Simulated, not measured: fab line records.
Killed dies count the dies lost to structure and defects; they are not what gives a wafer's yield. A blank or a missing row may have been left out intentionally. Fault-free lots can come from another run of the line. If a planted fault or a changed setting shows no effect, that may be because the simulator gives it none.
Chamber matching :: flow n5 finfet :: 3 sister chambers for N5_BEOL_M11_PECVD_70 on pecvd-02
The step deposits SiO2 from TEOS/O2, target thk 20 nm, time 22.7 s. 3 wafers are shown with their chamber, then 7 later ones without.

== WAFERS, EACH WITH ITS CHAMBER ==
wafer: L159.1
chamber: 0
throttle valve pct (%): 24.1

wafer: L164.2
chamber: 2
throttle valve pct (%): 20.7

wafer: L164.3
chamber: 1
throttle valve pct (%): 21.3

== WAFERS WHOSE CHAMBER IS MISSING ==
wafer: L164.5
throttle valve pct (%): 20.5

wafer: L170.2
throttle valve pct (%): 20.9

wafer: L170.4
throttle valve pct (%): 23.9

wafer: L170.5
throttle valve pct (%): 20.7

wafer: L176.1
throttle valve pct (%): 20.7

wafer: L176.4
throttle valve pct (%): 24.1

wafer: L176.5
throttle valve pct (%): 20.7

== WHICH CHAMBER EACH WENT THROUGH ==
wafer: L164.5
from the rows above: 2
in truth: 2

wafer: L170.2
from the rows above: can't be placed: 2 or 1
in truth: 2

wafer: L170.4
from the rows above: 0
in truth: 0

wafer: L170.5
from the rows above: 2
in truth: 2

wafer: L176.1
from the rows above: 2
in truth: 2

wafer: L176.4
from the rows above: 0
in truth: 0

wafer: L176.5
from the rows above: 2
in truth: 2
6 of 7 placed correctly. Can't be placed from these rows: 1 (the true chamber is among the candidates in 1). 0 placed wrongly.
How it was worked out, from the rows above alone: a wafer's distance from a chamber is the root of the sum, over the readings, of the square of ((its reading less the chamber's mean) divided by the reading's scatter). If the next closest chamber is less than 2 further off than the closest, the wafer can't be placed; otherwise it belongs to the closest. Each chamber's mean is taken over the wafers shown for it. The scatter (one wafer shown for each chamber): square how far every hidden wafer sits from the nearest shown wafer, average those squares and take the square root.
